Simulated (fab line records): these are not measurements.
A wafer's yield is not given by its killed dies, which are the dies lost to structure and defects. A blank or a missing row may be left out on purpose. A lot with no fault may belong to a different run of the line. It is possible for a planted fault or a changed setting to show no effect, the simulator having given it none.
Chamber matching + flow n5Finfet + 4 sister chambers for N5_FIN_SAQP_ETCH_51 on rieDiel-02
The step etches SiARC in CF4, target depth 45.5 nm, time 75.8 s. 4 wafers are shown with their chamber, then 7 later ones without.

## WAFERS WITH THEIR CHAMBER
| wafer  | chamber | showerheadPlenumPTorr (Torr) |
|--------|---------|------------------------------|
| L084.3 | 2       | 2.03                         |
| L084.5 | 3       | 2.15                         |
| L085.3 | 1       | 2.13                         |
| L085.5 | 0       | 2.20                         |

## WAFERS WITH NO CHAMBER GIVEN
| wafer  | showerheadPlenumPTorr (Torr) |
|--------|------------------------------|
| L085.6 | 2.15                         |
| L089.2 | 2.19                         |
| L089.4 | 2.13                         |
| L089.5 | 2.14                         |
| L090.1 | 2.19                         |
| L090.4 | 2.19                         |
| L090.6 | 2.14                         |

## WHICH CHAMBER EACH ONE RAN IN
| wafer  | from the rows above     | in truth |
|--------|-------------------------|----------|
| L085.6 | 3                       | 3        |
| L089.2 | 0                       | 0        |
| L089.4 | 1                       | 1        |
| L089.5 | can't be placed: 3 or 1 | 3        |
| L090.1 | 0                       | 0        |
| L090.4 | 0                       | 0        |
| L090.6 | can't be placed: 3 or 1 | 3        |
5 of 7 placed correctly. These rows do not allow placing 2 (true chamber among the candidates in 2). Number placed wrongly: 0.
How it was worked out, from the rows above alone: a wafer's distance from a chamber is the root of the sum, over the readings, of the square of ((its reading less the chamber's mean) divided by the reading's scatter). The wafer belongs to the nearest chamber; if the next one is less than 2 further off, it can't be placed. For every chamber, the mean is computed from those of its wafers that are shown. The scatter: with one shown wafer a chamber, the root of the mean of the squares of how far each hidden wafer lies from its nearest shown one.
